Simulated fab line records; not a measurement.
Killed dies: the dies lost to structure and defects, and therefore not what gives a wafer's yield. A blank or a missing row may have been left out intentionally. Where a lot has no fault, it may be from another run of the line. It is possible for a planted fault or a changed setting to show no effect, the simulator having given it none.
A lot that was struck, set against a sound lot / flow nandHarc / 14 out of 1302 route steps
Sound: these wafers, L230.2, L230.4, L230.6. Wafers L234.2, L234.3, L234.6 were the ones struck. At the end, the cause is stated.
Per side, at each step with rows, come the tool, then ch with its chambers, and then its first start. Under that, the readings that differ: sound wafers / struck wafers / difference of the means / sigmas: that difference in standard deviations of wafers without a fault.
alike: a reading whose means differ by less than 2 such deviations, as well as words and numbers matching on both sides. not compared: withheld readings; readings where some wafer has no value; bounds like >300 that might hide an equal value; numbers whose values overlap and for which the record gives no deviation.
A row with sigmas, a row that says differs or no value, or rows on one side alone: a step with any of these is where the two part. Non-overlapping numbers with no deviation appear without sigmas and do not part them. Lack of a reading on every wafer of one side parts them only where that side has two or more wafers.

NHARC_A_ONON_D2_THK_MEAS_30: measures by ellipsometry.
  sound on filmMetro-01 at day 15 08:36; struck on filmMetro-02 at day 16 02:01
  alike: thkNm
NHARC_A_ONON_D2_DEP_33: deposits SiO2, target thk 200 nm.
  sound on pecvd-01 ch 0,1,2, day 15 08:40; struck on pecvd-03 ch 0,2, day 16 02:04
  alike: heaterPowerW, throttleValvePct
NHARC_A_ONON_D2_THK_MEAS_34: measures by ellipsometry.
  sound on filmMetro-01 at day 15 09:04; struck on filmMetro-01 at day 16 02:29
  alike: thkNm
NHARC_A_ONON_D2_INSPECT_32:
  sound on defectInspect-01 at day 15 09:08; struck on defectInspect-02 at day 16 02:34
  alike: rawDefectCount
NHARC_A_CHANNEL_HOLE_D2_DEP_00: deposits aC, target thk 3100 nm.
  sound on aclDep-02 ch 0, day 15 09:31; struck on aclDep-01 ch 0, day 16 02:57
  alike: throttleValvePct
NHARC_A_CHANNEL_HOLE_D2_DEP_01: deposits SiON, target thk 140 nm.
  sound on pecvd-03 ch 1, day 15 11:08; struck on pecvd-03 ch 0,1,2, day 16 04:35
  alike: heaterPowerW
then, 5 steps without rows for these wafers: NHARC_A_CHANNEL_HOLE_D2_DEHYDRATE_02 (time 120 s); NHARC_A_CHANNEL_HOLE_D2_HMDS_03 (time 30 s); NHARC_A_CHANNEL_HOLE_D2_COAT_36 (time 75 s); NHARC_A_CHANNEL_HOLE_D2_COAT_37 (time 65 s); NHARC_A_CHANNEL_HOLE_D2_COAT_04 (resist thk 90 nm).
NHARC_A_CHANNEL_HOLE_D2_SOFTBAKE_05: time 55 s.
  sound on lithoTrack-04 ch 0, day 15 11:00; struck on lithoTrack-04 ch 0, day 16 04:00
reading=heaterPowerTotalW (W); sound=188.40 188.72 188.26; struck=168.99 169.03 169.23; difference=-19.38; sigmas=-99 or more
after that, 1 step had no rows for these wafers: NHARC_A_CHANNEL_HOLE_D2_EBR_06.
NHARC_END_SORT_01:
  the record has rows for the sound wafers here (prober-01 ch 0, day 26 16:19) and none for the struck ones

== WHERE THEY PART ==
Earliest at NHARC_A_CHANNEL_HOLE_D2_SOFTBAKE_05; latest, in this record, at NHARC_END_SORT_01.

WHY: the cause the simulator had injected
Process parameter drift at NHARC_A_CHANNEL_HOLE_D2_SOFTBAKE_05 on lithoTrack-04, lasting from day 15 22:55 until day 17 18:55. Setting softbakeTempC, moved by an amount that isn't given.
